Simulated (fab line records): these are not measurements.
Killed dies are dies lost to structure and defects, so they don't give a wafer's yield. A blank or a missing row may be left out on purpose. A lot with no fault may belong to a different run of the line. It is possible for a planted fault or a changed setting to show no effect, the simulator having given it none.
The tool behind it: which one? | flow n5Finfet | 72 wafers from 24 lots sampled at 6 of the route's 1938 steps

== WHAT THE GAUGES SHOWED, per wafer ==
Not one reading of a measure or inspect step in the record can be checked against a usual standard deviation.

== TOOL THAT RAN EACH LOT (tool first, then ch and the chambers of the sampled wafers, then the start) ==
lot  | N5_GATE_CUT_HM_DEP_46          | N5_GATE_CUT_DESCUM_18             | N5_GATE_CUT_HM_OPEN_40            | N5_GATE_CUT_VAPOR_ETCH_48        | N5_GATE_CUT_VAPOR_ETCH_51        | N5_MOL_CONTACT_COAG_TI_SIL_19
L074 | pecvd-02 ch 0,1,2, day 4 11:45 | rieDiel-01 ch 0,2,3, day 4 12:19  | rieDiel-01 ch 0,2,3, day 4 12:28  | rieMetal-03 ch 0,1, day 4 12:53  | rieMetal-03 ch 0,1, day 4 12:57  | pvdSputter-01, day 4 17:07
L075 | pecvd-01 ch 0,1,2, day 4 20:09 | rieDiel-02 ch 0,1, day 4 20:37    | rieDiel-02 ch 0,1, day 4 20:46    | rieMetal-03 ch 1, day 4 21:11    | rieMetal-03 ch 1, day 4 21:14    | pvdSputter-02, day 5 01:20
L076 | pecvd-04 ch 0,1, day 5 01:10   | rieDiel-06 ch 1,2, day 5 01:41    | rieDiel-06 ch 1,2, day 5 01:51    | rieMetal-03 ch 1, day 5 02:16    | rieMetal-03 ch 1, day 5 02:19    | pvdSputter-02, day 5 08:52
L077 | pecvd-04 ch 0,1, day 5 09:16   | rieDiel-01 ch 0,1,2, day 5 09:55  | rieDiel-01 ch 0,1,2, day 5 10:04  | rieMetal-01 ch 0,1, day 5 10:29  | rieMetal-01 ch 0,1, day 5 10:32  | pvdSputter-01, day 5 14:40
L078 | pecvd-01 ch 0,1, day 5 11:24   | rieDiel-06 ch 0,2,3, day 5 11:59  | rieDiel-06 ch 0,2,3, day 5 12:09  | rieMetal-01 ch 0,1, day 5 12:34  | rieMetal-01 ch 0,1, day 5 12:37  | pvdSputter-03, day 5 18:19
L079 | pecvd-02 ch 0,1,2, day 5 16:55 | rieDiel-01 ch 0,1,2, day 5 17:31  | rieDiel-01 ch 0,1,2, day 5 17:40  | rieMetal-02 ch 0,1, day 5 18:05  | rieMetal-02 ch 0,1, day 5 18:08  | pvdSputter-03, day 6 00:17
L080 | pecvd-01 ch 0,2, day 5 22:15   | rieDiel-02 ch 1,3, day 5 22:43    | rieDiel-02 ch 1,3, day 5 22:52    | rieMetal-02 ch 0,1, day 5 23:17  | rieMetal-02 ch 0,1, day 5 23:20  | pvdSputter-01, day 6 04:05
L081 | pecvd-02 ch 0,1,2, day 6 06:41 | rieDiel-02 ch 0,1,3, day 6 07:08  | rieDiel-02 ch 0,1,3, day 6 07:18  | rieMetal-03 ch 0,1, day 6 07:43  | rieMetal-03 ch 0,1, day 6 07:47  | pvdSputter-01, day 6 12:07
L082 | pecvd-04 ch 1,2, day 6 13:07   | rieDiel-01 ch 1,3, day 6 13:43    | rieDiel-01 ch 1,3, day 6 13:53    | rieMetal-03 ch 0,1, day 6 14:17  | rieMetal-03 ch 0,1, day 6 14:21  | pvdSputter-03, day 6 18:32
L083 | pecvd-02 ch 1,2, day 6 21:53   | rieDiel-01 ch 0,3, day 6 22:22    | rieDiel-01 ch 0,3, day 6 22:32    | rieMetal-02 ch 1, day 6 23:08    | rieMetal-02 ch 1, day 6 23:16    | pvdSputter-03, day 7 03:31
L084 | pecvd-02 ch 0,1,2, day 6 23:56 | rieDiel-01 ch 1,2,3, day 7 00:29  | rieDiel-01 ch 1,2,3, day 7 00:39  | rieMetal-01 ch 0,1, day 7 01:05  | rieMetal-01 ch 0,1, day 7 01:08  | pvdSputter-03, day 7 05:16
L085 | pecvd-02 ch 0,1, day 7 05:29   | rieDiel-01 ch 0,1,2, day 7 06:07  | rieDiel-01 ch 0,1,2, day 7 06:17  | rieMetal-03 ch 0,1, day 7 06:41  | rieMetal-03 ch 0,1, day 7 06:44  | pvdSputter-03, day 7 11:37
L086 | pecvd-01 ch 0,1,2, day 7 09:23 | rieDiel-01 ch 0,2, day 7 10:01    | rieDiel-01 ch 0,2, day 7 10:11    | rieMetal-03 ch 0,1, day 7 10:35  | rieMetal-03 ch 0,1, day 7 10:39  | pvdSputter-03, day 7 15:11
L087 | pecvd-01 ch 0,1,2, day 7 17:50 | rieDiel-02 ch 0,2,3, day 7 18:25  | rieDiel-02 ch 0,2,3, day 7 18:34  | rieMetal-03 ch 0,1, day 7 18:59  | rieMetal-03 ch 0,1, day 7 19:02  | pvdSputter-01, day 7 23:48
L088 | pecvd-02 ch 1,2, day 8 02:59   | rieDiel-02 ch 0,3, day 8 03:34    | rieDiel-02 ch 0,3, day 8 03:43    | rieMetal-03 ch 0,1, day 8 04:08  | rieMetal-03 ch 0,1, day 8 04:12  | pvdSputter-02, day 8 08:47
L089 | pecvd-01 ch 1,2, day 8 07:23   | rieDiel-02 ch 1,2,3, day 8 07:56  | rieDiel-02 ch 1,2,3, day 8 08:06  | rieMetal-03 ch 1, day 8 08:31    | rieMetal-03 ch 1, day 8 08:34    | pvdSputter-03, day 8 13:45
L090 | pecvd-02 ch 0,1,2, day 8 09:38 | rieDiel-06 ch 0,1, day 8 10:15    | rieDiel-06 ch 0,1, day 8 10:25    | rieMetal-01 ch 0,1, day 8 10:50  | rieMetal-01 ch 0,1, day 8 10:53  | pvdSputter-03, day 8 17:35
L091 | pecvd-01 ch 0,1, day 8 17:58   | rieDiel-02 ch 0,2, day 8 18:34    | rieDiel-02 ch 0,2, day 8 18:43    | rieMetal-01 ch 0,1, day 8 19:11  | rieMetal-01 ch 0,1, day 8 19:16  | pvdSputter-01, day 8 23:54
L092 | pecvd-04 ch 0,1, day 9 00:34   | rieDiel-02 ch 1,2,3, day 9 01:03  | rieDiel-02 ch 1,2,3, day 9 01:13  | rieMetal-02 ch 0,1, day 9 01:37  | rieMetal-02 ch 0,1, day 9 01:41  | pvdSputter-01, day 9 06:53
L093 | pecvd-02 ch 0,1,2, day 9 05:29 | rieDiel-01 ch 0,1,3, day 9 05:57  | rieDiel-01 ch 0,1,3, day 9 06:07  | rieMetal-02 ch 0,1, day 9 06:32  | rieMetal-02 ch 0,1, day 9 06:35  | pvdSputter-03, day 9 11:08
L094 | pecvd-01 ch 0,2, day 9 13:25   | rieDiel-01 ch 0,2,3, day 9 13:59  | rieDiel-01 ch 0,2,3, day 9 14:10  | rieMetal-03 ch 0,1, day 9 14:34  | rieMetal-03 ch 0,1, day 9 14:37  | pvdSputter-03, day 9 19:17
L095 | pecvd-04 ch 1, day 9 22:03     | rieDiel-01 ch 1,3, day 9 23:14    | rieDiel-01 ch 1,3, day 9 23:25    | rieMetal-01 ch 0,1, day 9 23:49  | rieMetal-01 ch 0,1, day 9 23:53  | pvdSputter-02, day 10 04:11
L097 | pecvd-04 ch 0,1, day 10 05:42  | rieDiel-06 ch 0,2,3, day 10 07:05 | rieDiel-06 ch 0,2,3, day 10 07:14 | rieMetal-01 ch 0,1, day 10 07:39 | rieMetal-01 ch 0,1, day 10 07:43 | pvdSputter-02, day 10 12:01
L096 | pecvd-04 ch 0,2, day 10 07:05  | rieDiel-06 ch 0,2, day 10 08:16   | rieDiel-06 ch 0,2, day 10 08:25   | rieMetal-03 ch 0,1, day 10 08:51 | rieMetal-03 ch 0,1, day 10 08:55 | pvdSputter-01, day 10 13:43
- N5_GATE_CUT_HM_DEP_46: deposits SiO2 from TEOS/O2, target thk 130 nm, time 26.6 s.
- N5_GATE_CUT_DESCUM_18: chemistry O2, time 7 s.
- N5_GATE_CUT_HM_OPEN_40: chemistry C4F6/O2, target SiO2, target depth 139 nm, time 85.1 s.
- N5_GATE_CUT_VAPOR_ETCH_48: etches TiN in BCl3/Cl2.
- N5_GATE_CUT_VAPOR_ETCH_51: etches HfO2 in BCl3/Cl2.
- N5_MOL_CONTACT_COAG_TI_SIL_19: material Ti, target thk 4.2 nm, time 15 s.

== AS READ BY THE TOOLS THEMSELVES (means over the sampled wafers that have a number; for cases with no such wafer, the mark the record gives instead) ==
N5_GATE_CUT_HM_DEP_46. Usual: heaterPowerW 503 W, standard deviation 55; showerheadPlenumPTorr 8.34 Torr, standard deviation 0.03; throttleValvePct 19.4 %, standard deviation 0.97.
lot  | tool     | heaterPowerW (W) | showerheadPlenumPTorr (Torr) | throttleValvePct (%) | flag
L074 | pecvd-02 | 511              | 8.32                         | 19.7                 | 
L075 | pecvd-01 | 494              | 8.36                         | 19.2                 | 
L076 | pecvd-04 | 551              | 8.35                         | 19.8                 | 
L077 | pecvd-04 | 496              | 8.35                         | 19.6                 | 
L078 | pecvd-01 | 482              | 8.37                         | 19.4                 | 
L079 | pecvd-02 | 470              | 8.33                         | 19.6                 | 
L080 | pecvd-01 | 534              | 8.36                         | 19.0                 | 
L081 | pecvd-02 | 509              | 8.32                         | 19.5                 | 
L082 | pecvd-04 | 528              | 8.33                         | 18.7                 | 
L083 | pecvd-02 | 521              | 8.35                         | 19.9                 | 
L084 | pecvd-02 | 486              | 8.32                         | 19.9                 | 
L085 | pecvd-02 | 477              | 8.35                         | 20.4                 | 
L086 | pecvd-01 | 540              | 8.35                         | 19.2                 | 
L087 | pecvd-01 | 521              | 8.36                         | 19.4                 | 
L088 | pecvd-02 | 497              | 8.35                         | 20.2                 | 
L089 | pecvd-01 | 510              | 8.36                         | 19.7                 | 
L090 | pecvd-02 | 506              | 8.32                         | 19.8                 | 
L091 | pecvd-01 | 497              | 8.37                         | 19.3                 | 
L092 | pecvd-04 | 490              | 8.35                         | 19.7                 | 
L093 | pecvd-02 | 486              | 8.32                         | 19.9                 | 
L094 | pecvd-01 | 456              | 8.36                         | 18.9                 | 
L095 | pecvd-04 | 639              | 8.33                         | 19.7                 | 
L097 | pecvd-04 | 551              | 8.35                         | 19.8                 | 
L096 | pecvd-04 | 448              | 8.36                         | 18.1                 | 

N5_GATE_CUT_DESCUM_18. Usual: drypumpMotorCurrentA 5.6 A, standard deviation 0.46; oesProductAu 0.79 a.u., standard deviation 0.088; rfVppV 243.0 V, standard deviation 1.2; showerheadPlenumPTorr 2.08 Torr, standard deviation 0.059; tempC 39.99 C, standard deviation 0.11; throttleValvePct 20.34 %, standard deviation 0.16.
lot  | tool       | drypumpMotorCurrentA (A) | oesProductAu (a.u.) | rfVppV (V) | showerheadPlenumPTorr (Torr) | tempC (C) | throttleValvePct (%) | flag
L074 | rieDiel-01 | 5.1                      | 0.82                | 243.5      | 2.09                         | 40.02     | 20.31                | 
L075 | rieDiel-02 | 6.0                      | 0.72                | 242.6      | 2.07                         | 39.94     | 20.50                | 
L076 | rieDiel-06 | 6.0                      | 0.78                | 243.7      | 2.13                         | 39.96     | 20.24                | 
L077 | rieDiel-01 | 5.5                      | 0.80                | 242.5      | 2.08                         | 40.02     | 20.27                | 
L078 | rieDiel-06 | 5.8                      | 0.76                | 242.8      | 2.07                         | 39.99     | 20.31                | 
L079 | rieDiel-01 | 5.4                      | 0.80                | 243.4      | 2.08                         | 39.97     | 20.28                | 
L080 | rieDiel-02 | 5.7                      | 0.71                | 243.8      | 2.13                         | 40.17     | 20.50                | 
L081 | rieDiel-02 | 5.8                      | 0.70                | 242.9      | 2.10                         | 39.97     | 20.50                | 
L082 | rieDiel-01 | 5.1                      | 0.82                | 242.6      | 2.03                         | 39.86     | 20.19                | 
L083 | rieDiel-01 | 5.4                      | 0.79                | 243.5      | 2.14                         | 39.99     | 20.44                | 
L084 | rieDiel-01 | 5.2                      | 0.81                | 242.1      | 2.03                         | 40.03     | 20.19                | 
L085 | rieDiel-01 | 5.5                      | 0.78                | 243.8      | 2.08                         | 40.11     | 20.30                | 
L086 | rieDiel-01 | 5.5                      | 0.78                | 244.9      | 2.14                         | 39.98     | 20.45                | 
L087 | rieDiel-02 | 5.8                      | 0.79                | 242.7      | 2.10                         | 40.00     | 20.44                | 
L088 | rieDiel-02 | 5.8                      | 0.71                | 242.6      | 2.10                         | 39.90     | 20.47                | 
L089 | rieDiel-02 | 5.9                      | 0.88                | 242.6      | 2.09                         | 39.95     | 20.37                | 
L090 | rieDiel-06 | 6.1                      | 0.93                | 243.0      | 2.11                         | 39.81     | 20.26                | 
L091 | rieDiel-02 | 5.9                      | 0.78                | 242.8      | 2.06                         | 40.00     | 20.46                | 
L092 | rieDiel-02 | 5.9                      | 0.87                | 242.9      | 2.09                         | 39.98     | 20.37                | 
L093 | rieDiel-01 | 5.4                      | 0.77                | 242.5      | 2.07                         | 39.97     | 20.32                | 
L094 | rieDiel-01 | 5.1                      | 0.79                | 242.8      | 2.08                         | 39.98     | 20.37                | 
L095 | rieDiel-01 | 5.4                      | 0.77                | 242.3      | 2.01                         | 39.95     | 20.18                | 
L097 | rieDiel-06 | 5.8                      | 0.82                | 242.2      | 2.05                         | 40.13     | 20.23                | 
L096 | rieDiel-06 | 5.7                      | 0.76                | 243.6      | 2.06                         | 40.01     | 20.22                | 

N5_GATE_CUT_HM_OPEN_40. Usual: drypumpMotorCurrentA 5.6 A, standard deviation 0.46; etchRfOnTimeS 93.7 s, standard deviation 1.6; oesProductAu 0.71 a.u., standard deviation 0.078; rfVppV 664 V, standard deviation 7.2; showerheadPlenumPTorr 2.82 Torr, standard deviation 0.083; throttleValvePct 20.82 %, standard deviation 0.21.
lot  | tool       | drypumpMotorCurrentA (A) | etchRfOnTimeS (s) | oesProductAu (a.u.) | rfVppV (V) | showerheadPlenumPTorr (Torr) | throttleValvePct (%) | flag
L074 | rieDiel-01 | 5.1                      | 94.8              | 0.74                | 669        | 2.84                         | 20.77                | 
L075 | rieDiel-02 | 6.0                      | 92.6              | 0.65                | 660        | 2.83                         | 21.07                | 
L076 | rieDiel-06 | 6.0                      | 95.0              | 0.70                | 671        | 2.89                         | 20.75                | 
L077 | rieDiel-01 | 5.5                      | 95.0              | 0.71                | 665        | 2.83                         | 20.77                | 
L078 | rieDiel-06 | 5.8                      | 94.2              | 0.68                | 661        | 2.80                         | 20.77                | 
L079 | rieDiel-01 | 5.5                      | 94.5              | 0.71                | 664        | 2.83                         | 20.77                | 
L080 | rieDiel-02 | 5.7                      | 95.0              | 0.63                | 665        | 2.89                         | 20.99                | 
L081 | rieDiel-02 | 5.8                      | 93.8              | 0.64                | 661        | 2.86                         | 21.05                | 
L082 | rieDiel-01 | 5.1                      | 92.2              | 0.74                | 661        | 2.74                         | 20.61                | 
L083 | rieDiel-01 | 5.4                      | 94.2              | 0.71                | 672        | 2.90                         | 20.97                | 
L084 | rieDiel-01 | 5.2                      | 93.4              | 0.73                | 661        | 2.75                         | 20.61                | 
L085 | rieDiel-01 | 5.5                      | 93.3              | 0.71                | 664        | 2.83                         | 20.79                | 
L086 | rieDiel-01 | 5.5                      | 92.7              | 0.70                | 672        | 2.91                         | 20.98                | 
L087 | rieDiel-02 | 5.9                      | 92.5              | 0.71                | 663        | 2.85                         | 20.92                | 
L088 | rieDiel-02 | 5.8                      | 96.8              | 0.63                | 662        | 2.85                         | 20.99                | 
L089 | rieDiel-02 | 5.9                      | 92.3              | 0.80                | 662        | 2.84                         | 20.87                | 
L090 | rieDiel-06 | 6.1                      | 96.0              | 0.83                | 668        | 2.86                         | 20.72                | 
L091 | rieDiel-02 | 6.0                      | 93.9              | 0.71                | 659        | 2.81                         | 20.97                | 
L092 | rieDiel-02 | 5.9                      | 91.7              | 0.78                | 661        | 2.84                         | 20.87                | 
L093 | rieDiel-01 | 5.4                      | 94.8              | 0.69                | 665        | 2.81                         | 20.80                | 
L094 | rieDiel-01 | 5.1                      | 93.7              | 0.71                | 669        | 2.82                         | 20.82                | 
L095 | rieDiel-01 | 5.4                      | 93.3              | 0.69                | 657        | 2.73                         | 20.60                | 
L097 | rieDiel-06 | 5.8                      | 92.4              | 0.74                | 661        | 2.79                         | 20.69                | 
L096 | rieDiel-06 | 5.7                      | 93.9              | 0.69                | 661        | 2.80                         | 20.68                | 

N5_GATE_CUT_VAPOR_ETCH_48. Usual: drypumpMotorCurrentA 5.6 A, standard deviation 0.41; heBacksideLeakSccm 3.4 sccm, standard deviation 0.33; oesProductAu 0.73 a.u., standard deviation 0.078.
lot  | tool        | drypumpMotorCurrentA (A) | heBacksideLeakSccm (sccm) | oesProductAu (a.u.) | flag
L074 | rieMetal-03 | 5.6                      | 3.5                       | 0.74                | 
L075 | rieMetal-03 | 5.2                      | 3.6                       | 0.70                | 
L076 | rieMetal-03 | 5.1                      | 3.5                       | 0.70                | 
L077 | rieMetal-01 | 5.4                      | 3.2                       | 0.71                | 
L078 | rieMetal-01 | 5.7                      | 3.0                       | 0.74                | 
L079 | rieMetal-02 | 5.6                      | 3.4                       | 0.74                | 
L080 | rieMetal-02 | 5.6                      | 3.5                       | 0.74                | 
L081 | rieMetal-03 | 5.4                      | 3.5                       | 0.71                | 
L082 | rieMetal-03 | 5.6                      | 3.5                       | 0.72                | 
L083 | rieMetal-02 | 5.3                      | 3.3                       | 0.81                | 
L084 | rieMetal-01 | 5.7                      | 3.2                       | 0.74                | 
L085 | rieMetal-03 | 5.3                      | 3.6                       | 0.71                | 
L086 | rieMetal-03 | 5.4                      | 3.6                       | 0.71                | 
L087 | rieMetal-03 | 5.4                      | 3.6                       | 0.71                | 
L088 | rieMetal-03 | 5.6                      | 3.6                       | 0.72                | 
L089 | rieMetal-03 | 5.2                      | 3.5                       | 0.70                | 
L090 | rieMetal-01 | 5.5                      | 3.3                       | 0.69                | 
L091 | rieMetal-01 | 5.5                      | 3.2                       | 0.69                | 
L092 | rieMetal-02 | 6.0                      | 3.5                       | 0.93                | 
L093 | rieMetal-02 | 6.0                      | 3.5                       | 0.92                | 
L094 | rieMetal-03 | 5.4                      | 3.7                       | 0.70                | 
L095 | rieMetal-01 | 5.5                      | 3.3                       | 0.68                | 
L097 | rieMetal-01 | 5.7                      | 3.2                       | 0.72                | 
L096 | rieMetal-03 | 5.6                      | 3.6                       | 0.70                | 

N5_GATE_CUT_VAPOR_ETCH_51. Usual: drypumpMotorCurrentA 5.6 A, standard deviation 0.42; heBacksideLeakSccm 3.46 sccm, standard deviation 0.22; oesProductAu 0.73 a.u., standard deviation 0.078.
lot  | tool        | drypumpMotorCurrentA (A) | heBacksideLeakSccm (sccm) | oesProductAu (a.u.) | flag
L074 | rieMetal-03 | 5.6                      | 3.65                      | 0.73                | 
L075 | rieMetal-03 | 5.1                      | 3.54                      | 0.70                | 
L076 | rieMetal-03 | 5.2                      | 3.50                      | 0.71                | 
L077 | rieMetal-01 | 5.5                      | 3.26                      | 0.70                | 
L078 | rieMetal-01 | 5.7                      | 3.02                      | 0.75                | 
L079 | rieMetal-02 | 5.6                      | 3.46                      | 0.74                | 
L080 | rieMetal-02 | 5.6                      | 3.51                      | 0.74                | 
L081 | rieMetal-03 | 5.4                      | 3.58                      | 0.72                | 
L082 | rieMetal-03 | 5.6                      | 3.50                      | 0.73                | 
L083 | rieMetal-02 | 5.2                      | 3.42                      | 0.81                | 
L084 | rieMetal-01 | 5.7                      | 3.03                      | 0.73                | 
L085 | rieMetal-03 | 5.3                      | 3.53                      | 0.71                | 
L086 | rieMetal-03 | 5.4                      | 3.75                      | 0.72                | 
L087 | rieMetal-03 | 5.4                      | 3.62                      | 0.71                | 
L088 | rieMetal-03 | 5.6                      | 3.70                      | 0.73                | 
L089 | rieMetal-03 | 5.1                      | 3.53                      | 0.69                | 
L090 | rieMetal-01 | 5.5                      | 3.47                      | 0.69                | 
L091 | rieMetal-01 | 5.5                      | 3.39                      | 0.69                | 
L092 | rieMetal-02 | 6.0                      | 3.40                      | 0.93                | 
L093 | rieMetal-02 | 5.9                      | 3.46                      | 0.92                | 
L094 | rieMetal-03 | 5.4                      | 3.54                      | 0.69                | 
L095 | rieMetal-01 | 5.5                      | 3.44                      | 0.69                | 
L097 | rieMetal-01 | 5.7                      | 3.24                      | 0.72                | 
L096 | rieMetal-03 | 5.6                      | 3.63                      | 0.70                | 

N5_MOL_CONTACT_COAG_TI_SIL_19. Usual: throttleValvePct reads 30.2 % (standard deviation 0.94).
lot  | tool          | throttleValvePct (%) | flag
L074 | pvdSputter-01 | 30.8                 | 
L075 | pvdSputter-02 | 29.3                 | 
L076 | pvdSputter-02 | 29.5                 | 
L077 | pvdSputter-01 | 30.4                 | 
L078 | pvdSputter-03 | 30.2                 | 
L079 | pvdSputter-03 | 29.9                 | 
L080 | pvdSputter-01 | 31.4                 | 
L081 | pvdSputter-01 | 31.2                 | 
L082 | pvdSputter-03 | 29.7                 | 
L083 | pvdSputter-03 | 30.4                 | 
L084 | pvdSputter-03 | 30.8                 | 
L085 | pvdSputter-03 | 30.0                 | 
L086 | pvdSputter-03 | 31.2                 | 
L087 | pvdSputter-01 | 30.1                 | 
L088 | pvdSputter-02 | 29.5                 | 
L089 | pvdSputter-03 | 31.1                 | 
L090 | pvdSputter-03 | 31.2                 | 
L091 | pvdSputter-01 | 30.3                 | 
L092 | pvdSputter-01 | 30.2                 | 
L093 | pvdSputter-03 | 29.8                 | 
L094 | pvdSputter-03 | 29.5                 | 
L095 | pvdSputter-02 | 29.5                 | 
L097 | pvdSputter-02 | 29.2                 | 
L096 | pvdSputter-01 | 30.9                 | 

== THE ANSWER, worked out from the rows above alone ==
Rule: a lot is off if the mean of its wafers that have a number lies more than 3 standard deviations from the usual mean. A lot without any number at a reading at which 4 lots or more have one is off too. The other lots that the step has rows for count as sound. The gauges are gone through in route order, then the tools' own readings, and for those a lot's mean is taken as printed above. At the first step where some lot is off, the reading lying furthest off is the one used; lots without a number count as furthest.
No lot is off on any of the readings shown, so nothing can be concluded from this.

== WHAT WAS PUT IN BY THE SIMULATOR ==
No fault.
